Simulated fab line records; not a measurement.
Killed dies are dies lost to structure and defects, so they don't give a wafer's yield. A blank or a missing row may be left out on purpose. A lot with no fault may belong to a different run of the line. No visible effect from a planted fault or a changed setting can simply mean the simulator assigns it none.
Which tool was responsible? / flow n5-finfet / 23 lots, 69 wafers sampled, at 2 steps of a route of 1938

## WHAT THE GAUGES SHOWED, per wafer
N5_BEOL_M1_CD_MEAS_11 targets a cd of 17.05 nm.
lot=L074; measured=day 7 07:59; on=cd-sem-02; cd-nm (nm)=16.93 16.80 16.81
lot=L075; measured=day 7 08:08; on=cd-sem-02; cd-nm (nm)=16.77 17.14 17.07
lot=L076; measured=day 7 08:32; on=cd-sem-03; cd-nm (nm)=16.91 16.78 16.96
lot=L077; measured=day 7 08:43; on=cd-sem-01; cd-nm (nm)=17.31 17.41 17.21
lot=L078; measured=day 7 09:16; on=cd-sem-02; cd-nm (nm)=16.77 16.67 17.29
lot=L079; measured=day 7 10:43; on=cd-sem-02; cd-nm (nm)=17.10 17.12 16.61
lot=L080; measured=day 7 15:30; on=cd-sem-03; cd-nm (nm)=17.32 17.24 17.45
lot=L081; measured=day 8 00:17; on=cd-sem-02; cd-nm (nm)=17.11 17.36 17.22
lot=L082; measured=day 8 00:32; on=cd-sem-03; cd-nm (nm)=16.98 17.45 17.46
lot=L083; measured=day 8 08:43; on=cd-sem-03; cd-nm (nm)=16.96 16.94 17.18
lot=L084; measured=day 9 01:52; on=cd-sem-01; cd-nm (nm)=17.51 17.10 17.40
lot=L085; measured=day 9 03:37; on=cd-sem-01; cd-nm (nm)=17.29 17.29 17.44
lot=L086; measured=day 9 07:11; on=cd-sem-01; cd-nm (nm)=17.02 17.15 17.14
lot=L087; measured=day 9 14:15; on=cd-sem-02; cd-nm (nm)=17.29 17.09 17.43
lot=L088; measured=day 9 14:25; on=cd-sem-01; cd-nm (nm)=16.92 16.81 17.19
lot=L089; measured=day 9 21:15; on=cd-sem-02; cd-nm (nm)=17.00 17.43 17.16
lot=L090; measured=day 9 23:26; on=cd-sem-01; cd-nm (nm)=16.62 17.38 17.09
lot=L091; measured=day 10 10:32; on=cd-sem-02; cd-nm (nm)=17.07 17.11 16.87
lot=L092; measured=day 10 18:19; on=cd-sem-03; cd-nm (nm)=16.74 17.09 16.92
lot=L093; measured=day 10 22:16; on=cd-sem-02; cd-nm (nm)=16.88 16.76 16.74
lot=L094; measured=day 11 10:48; on=cd-sem-03; cd-nm (nm)=17.04 17.22 16.81
lot=L095; measured=day 11 16:24; on=cd-sem-01; cd-nm (nm)=17.03 17.45 17.42
lot=L097; measured=day 11 23:34; on=cd-sem-01; cd-nm (nm)=16.71 16.66 16.81

## EACH LOT AND THE TOOL THAT RAN IT (in order: tool; ch and the chambers of the sampled wafers; start)
lot=L074; N5_BEOL_M1_PECVD_72=pecvd-01 ch 0,1,2, day 7 06:51
lot=L075; N5_BEOL_M1_PECVD_72=pecvd-01 ch 1,2, day 7 07:04
lot=L076; N5_BEOL_M1_PECVD_72=pecvd-01 ch 1,2, day 7 07:35
lot=L077; N5_BEOL_M1_PECVD_72=pecvd-02 ch 0,1,2, day 7 07:50
lot=L078; N5_BEOL_M1_PECVD_72=pecvd-01 ch 0,1,2, day 7 08:04
lot=L079; N5_BEOL_M1_PECVD_72=pecvd-02 ch 1,2, day 7 09:55
lot=L080; N5_BEOL_M1_PECVD_72=pecvd-01 ch 1,2, day 7 14:35
lot=L081; N5_BEOL_M1_PECVD_72=pecvd-01 ch 0,1, day 7 22:51
lot=L082; N5_BEOL_M1_PECVD_72=pecvd-02 ch 0,1,2, day 7 23:36
lot=L083; N5_BEOL_M1_PECVD_72=pecvd-02 ch 0,1,2, day 8 08:01
lot=L084; N5_BEOL_M1_PECVD_72=pecvd-04 ch 0,1,2, day 8 23:23
lot=L085; N5_BEOL_M1_PECVD_72=pecvd-01 ch 0,1, day 9 02:35
lot=L086; N5_BEOL_M1_PECVD_72=pecvd-01 ch 1,2, day 9 05:12
lot=L087; N5_BEOL_M1_PECVD_72=pecvd-02 ch 0,1,2, day 9 12:04
lot=L088; N5_BEOL_M1_PECVD_72=pecvd-04 ch 0,1,2, day 9 12:19
lot=L089; N5_BEOL_M1_PECVD_72=pecvd-02 ch 0,1,2, day 9 18:41
lot=L090; N5_BEOL_M1_PECVD_72=pecvd-04 ch 0,1,2, day 9 22:25
lot=L091; N5_BEOL_M1_PECVD_72=pecvd-02 ch 1,2, day 10 07:51
lot=L092; N5_BEOL_M1_PECVD_72=pecvd-04 ch 0,1,2, day 10 17:40
lot=L093; N5_BEOL_M1_PECVD_72=pecvd-04 ch 0,2, day 10 21:28
lot=L094; N5_BEOL_M1_PECVD_72=pecvd-01 ch 0,1,2, day 11 10:06
lot=L095; N5_BEOL_M1_PECVD_72=pecvd-02 ch 0,1, day 11 15:07
lot=L097; N5_BEOL_M1_PECVD_72=pecvd-02 ch 1,2, day 11 20:33
- N5_BEOL_M1_PECVD_72: deposits SiO2 from TEOS/O2, target thk 16 nm, time 18 s.

## WHAT THE TOOLS THEMSELVES READ (means of the sampled wafers that have a number; where no wafer has one, the mark that the record gives instead)
N5_BEOL_M1_PECVD_72.
lot=L074; tool=pecvd-01; heater-power-w (W)=774; rf-fwd-power-W (W)=443.3; showerhead-plenum-p-Torr (Torr)=8.71; throttle-valve-pct (%)=22.7
lot=L075; tool=pecvd-01; heater-power-w (W)=697; rf-fwd-power-W (W)=443.5; showerhead-plenum-p-Torr (Torr)=8.68; throttle-valve-pct (%)=23.8
lot=L076; tool=pecvd-01; heater-power-w (W)=735; rf-fwd-power-W (W)=444.7; showerhead-plenum-p-Torr (Torr)=8.68; throttle-valve-pct (%)=23.9
lot=L077; tool=pecvd-02; heater-power-w (W)=668; rf-fwd-power-W (W)=444.9; showerhead-plenum-p-Torr (Torr)=8.79; throttle-valve-pct (%)=21.7
lot=L078; tool=pecvd-01; heater-power-w (W)=711; rf-fwd-power-W (W)=444.5; showerhead-plenum-p-Torr (Torr)=8.70; throttle-valve-pct (%)=22.9
lot=L079; tool=pecvd-02; heater-power-w (W)=685; rf-fwd-power-W (W)=442.2; showerhead-plenum-p-Torr (Torr)=8.81; throttle-valve-pct (%)=22.2
lot=L080; tool=pecvd-01; heater-power-w (W)=805; rf-fwd-power-W (W)=445.6; showerhead-plenum-p-Torr (Torr)=8.70; throttle-valve-pct (%)=23.2
lot=L081; tool=pecvd-01; heater-power-w (W)=668; rf-fwd-power-W (W)=442.3; showerhead-plenum-p-Torr (Torr)=8.70; throttle-valve-pct (%)=23.2
lot=L082; tool=pecvd-02; heater-power-w (W)=662; rf-fwd-power-W (W)=444.7; showerhead-plenum-p-Torr (Torr)=8.79; throttle-valve-pct (%)=21.7
lot=L083; tool=pecvd-02; heater-power-w (W)=689; rf-fwd-power-W (W)=443.2; showerhead-plenum-p-Torr (Torr)=8.79; throttle-valve-pct (%)=21.6
lot=L084; tool=pecvd-04; heater-power-w (W)=741; rf-fwd-power-W (W)=444.4; showerhead-plenum-p-Torr (Torr)=8.82; throttle-valve-pct (%)=21.7
lot=L085; tool=pecvd-01; heater-power-w (W)=625; rf-fwd-power-W (W)=443.7; showerhead-plenum-p-Torr (Torr)=8.71; throttle-valve-pct (%)=22.3
lot=L086; tool=pecvd-01; heater-power-w (W)=732; rf-fwd-power-W (W)=443.1; showerhead-plenum-p-Torr (Torr)=8.67; throttle-valve-pct (%)=23.7
lot=L087; tool=pecvd-02; heater-power-w (W)=688; rf-fwd-power-W (W)=442.9; showerhead-plenum-p-Torr (Torr)=8.79; throttle-valve-pct (%)=21.6
lot=L088; tool=pecvd-04; heater-power-w (W)=772; rf-fwd-power-W (W)=446.8; showerhead-plenum-p-Torr (Torr)=8.83; throttle-valve-pct (%)=21.8
lot=L089; tool=pecvd-02; heater-power-w (W)=681; rf-fwd-power-W (W)=443.2; showerhead-plenum-p-Torr (Torr)=8.77; throttle-valve-pct (%)=21.7
lot=L090; tool=pecvd-04; heater-power-w (W)=714; rf-fwd-power-W (W)=445.4; showerhead-plenum-p-Torr (Torr)=8.83; throttle-valve-pct (%)=21.7
lot=L091; tool=pecvd-02; heater-power-w (W)=599; rf-fwd-power-W (W)=442.3; showerhead-plenum-p-Torr (Torr)=8.82; throttle-valve-pct (%)=22.1
lot=L092; tool=pecvd-04; heater-power-w (W)=714; rf-fwd-power-W (W)=444.6; showerhead-plenum-p-Torr (Torr)=8.82; throttle-valve-pct (%)=21.8
lot=L093; tool=pecvd-04; heater-power-w (W)=789; rf-fwd-power-W (W)=445.1; showerhead-plenum-p-Torr (Torr)=8.81; throttle-valve-pct (%)=22.1
lot=L094; tool=pecvd-01; heater-power-w (W)=758; rf-fwd-power-W (W)=444.8; showerhead-plenum-p-Torr (Torr)=8.71; throttle-valve-pct (%)=22.3
lot=L095; tool=pecvd-02; heater-power-w (W)=713; rf-fwd-power-W (W)=445.6; showerhead-plenum-p-Torr (Torr)=8.80; throttle-valve-pct (%)=22.8
lot=L097; tool=pecvd-02; heater-power-w (W)=677; rf-fwd-power-W (W)=444.6; showerhead-plenum-p-Torr (Torr)=8.82; throttle-valve-pct (%)=22.1

## THE ANSWER, worked out from the rows above alone
Rule: usual is defined by the lots themselves. Put in order of their means at a reading, lots are off if they are a third of the lots or fewer, leave a main group of 4 or more, and stand apart from it by a gap of 3 or more times the standard deviation of the main group's means; of several such gaps the widest counts. The tables above print the reading to a certain number of digits; a main group whose means all agree to those digits is not used. Also off: a lot with no number at a reading for which 4 or more lots have one. Any other lot the step has rows for is counted as sound. After the gauges, taken in route order, come the tools' own readings; for these a lot's mean is taken, as printed above. At the first step where some lot is off, the reading lying furthest off is the one used; lots without a number count as furthest.
None of the lots is off at any reading shown; this tells nothing.

## WHAT WAS PUT IN BY THE SIMULATOR
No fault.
